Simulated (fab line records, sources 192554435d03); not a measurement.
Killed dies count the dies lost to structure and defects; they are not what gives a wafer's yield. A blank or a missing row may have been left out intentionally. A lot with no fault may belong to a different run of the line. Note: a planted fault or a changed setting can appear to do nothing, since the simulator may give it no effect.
Chamber matching / flow n5-finfet / N5_BEOL_M14_TRENCH_ETCH_34 on rie-diel-05 has 4 sister chambers
The step etches SiO2 in C4F8/O2/Ar, target depth 556.65 nm, time 126.9 s. 18 wafers are shown with their chamber, then 9 later ones without.

== EACH WAFER AND ITS CHAMBER ==
wafer=L075.3; chamber=3; rf-vpp-V (V)=2252; drypump-motor-current-A (A)=5.7; showerhead-plenum-p-Torr (Torr)=3.34
wafer=L075.4; chamber=0; rf-vpp-V (V)=2213; drypump-motor-current-A (A)=5.5; showerhead-plenum-p-Torr (Torr)=3.30
wafer=L075.6; chamber=3; rf-vpp-V (V)=2252; drypump-motor-current-A (A)=5.8; showerhead-plenum-p-Torr (Torr)=3.33
wafer=L076.2; chamber=0; rf-vpp-V (V)=2212; drypump-motor-current-A (A)=5.5; showerhead-plenum-p-Torr (Torr)=3.30
wafer=L076.3; chamber=2; rf-vpp-V (V)=2246; drypump-motor-current-A (A)=6.5; showerhead-plenum-p-Torr (Torr)=3.62
wafer=L076.5; chamber=2; rf-vpp-V (V)=2246; drypump-motor-current-A (A)=6.5; showerhead-plenum-p-Torr (Torr)=3.62
wafer=L077.2; chamber=3; rf-vpp-V (V)=2251; drypump-motor-current-A (A)=5.7; showerhead-plenum-p-Torr (Torr)=3.33
wafer=L077.3; chamber=2; rf-vpp-V (V)=2246; drypump-motor-current-A (A)=6.5; showerhead-plenum-p-Torr (Torr)=3.62
wafer=L077.5; chamber=0; rf-vpp-V (V)=2211; drypump-motor-current-A (A)=5.5; showerhead-plenum-p-Torr (Torr)=3.30
wafer=L083.4; chamber=0; rf-vpp-V (V)=2211; drypump-motor-current-A (A)=5.5; showerhead-plenum-p-Torr (Torr)=3.29
wafer=L083.5; chamber=3; rf-vpp-V (V)=2251; drypump-motor-current-A (A)=5.7; showerhead-plenum-p-Torr (Torr)=3.33
wafer=L083.6; chamber=2; rf-vpp-V (V)=2245; drypump-motor-current-A (A)=6.5; showerhead-plenum-p-Torr (Torr)=3.62
wafer=L088.1; chamber=1; rf-vpp-V (V)=2143; drypump-motor-current-A (A)=5.4; showerhead-plenum-p-Torr (Torr)=3.38
wafer=L088.3; chamber=3; rf-vpp-V (V)=2249; drypump-motor-current-A (A)=5.7; showerhead-plenum-p-Torr (Torr)=3.32
wafer=L088.4; chamber=3; rf-vpp-V (V)=2250; drypump-motor-current-A (A)=5.7; showerhead-plenum-p-Torr (Torr)=3.32
wafer=L094.2; chamber=0; rf-vpp-V (V)=2210; drypump-motor-current-A (A)=5.5; showerhead-plenum-p-Torr (Torr)=3.28
wafer=L094.3; chamber=3; rf-vpp-V (V)=2249; drypump-motor-current-A (A)=5.7; showerhead-plenum-p-Torr (Torr)=3.32
wafer=L094.6; chamber=2; rf-vpp-V (V)=2244; drypump-motor-current-A (A)=6.5; showerhead-plenum-p-Torr (Torr)=3.61

SIGNATURES (averages over the wafers above)
reading=rf-vpp-V; chamber 0=2211.40; chamber 1=2143.00; chamber 2=2245.40; chamber 3=2250.57; scatter within a chamber=1.14
reading=drypump-motor-current-A; chamber 0=5.500; chamber 1=5.400; chamber 2=6.500; chamber 3=5.714; scatter within a chamber=0.0247
reading=showerhead-plenum-p-Torr; chamber 0=3.2940; chamber 1=3.3800; chamber 2=3.6180; chamber 3=3.3271; scatter within a chamber=0.00728
Rule: for a wafer and a chamber, the distance is found by dividing, reading by reading, the gap between the wafer's reading and the chamber's mean by the reading's scatter, squaring, summing and taking the root. The wafer belongs to the nearest chamber; if the next one is less than 2 further off, it can't be placed. How the scatter is found: for the shown wafers, subtract from each reading the mean of its chamber, square and add these, divide the total by (wafers less chambers), then take the root.

== WAFERS WITHOUT THEIR CHAMBER ==
wafer=L089.3; rf-vpp-V (V)=2244; drypump-motor-current-A (A)=6.5; showerhead-plenum-p-Torr (Torr)=3.61
wafer=L089.4; rf-vpp-V (V)=2211; drypump-motor-current-A (A)=5.4; showerhead-plenum-p-Torr (Torr)=3.28
wafer=L089.5; rf-vpp-V (V)=2211; drypump-motor-current-A (A)=5.4; showerhead-plenum-p-Torr (Torr)=3.28
wafer=L095.1; rf-vpp-V (V)=2243; drypump-motor-current-A (A)=6.5; showerhead-plenum-p-Torr (Torr)=3.60
wafer=L095.3; rf-vpp-V (V)=2143; drypump-motor-current-A (A)=5.4; showerhead-plenum-p-Torr (Torr)=3.37
wafer=L095.5; rf-vpp-V (V)=2248; drypump-motor-current-A (A)=5.7; showerhead-plenum-p-Torr (Torr)=3.31
wafer=L096.1; rf-vpp-V (V)=2244; drypump-motor-current-A (A)=6.5; showerhead-plenum-p-Torr (Torr)=3.60
wafer=L096.2; rf-vpp-V (V)=2144; drypump-motor-current-A (A)=5.4; showerhead-plenum-p-Torr (Torr)=3.37
wafer=L096.5; rf-vpp-V (V)=2210; drypump-motor-current-A (A)=5.5; showerhead-plenum-p-Torr (Torr)=3.28

== CHAMBER TAKEN BY EACH ==
wafer=L089.3; from the rows above=2; in truth=2
wafer=L089.4; from the rows above=0; in truth=0
wafer=L089.5; from the rows above=0; in truth=0
wafer=L095.1; from the rows above=2; in truth=2
wafer=L095.3; from the rows above=1; in truth=1
wafer=L095.5; from the rows above=3; in truth=3
wafer=L096.1; from the rows above=2; in truth=2
wafer=L096.2; from the rows above=1; in truth=1
wafer=L096.5; from the rows above=0; in truth=0
Correct placement for 9 of the 9. Number that these rows cannot place: 0. Wrongly placed: 0.
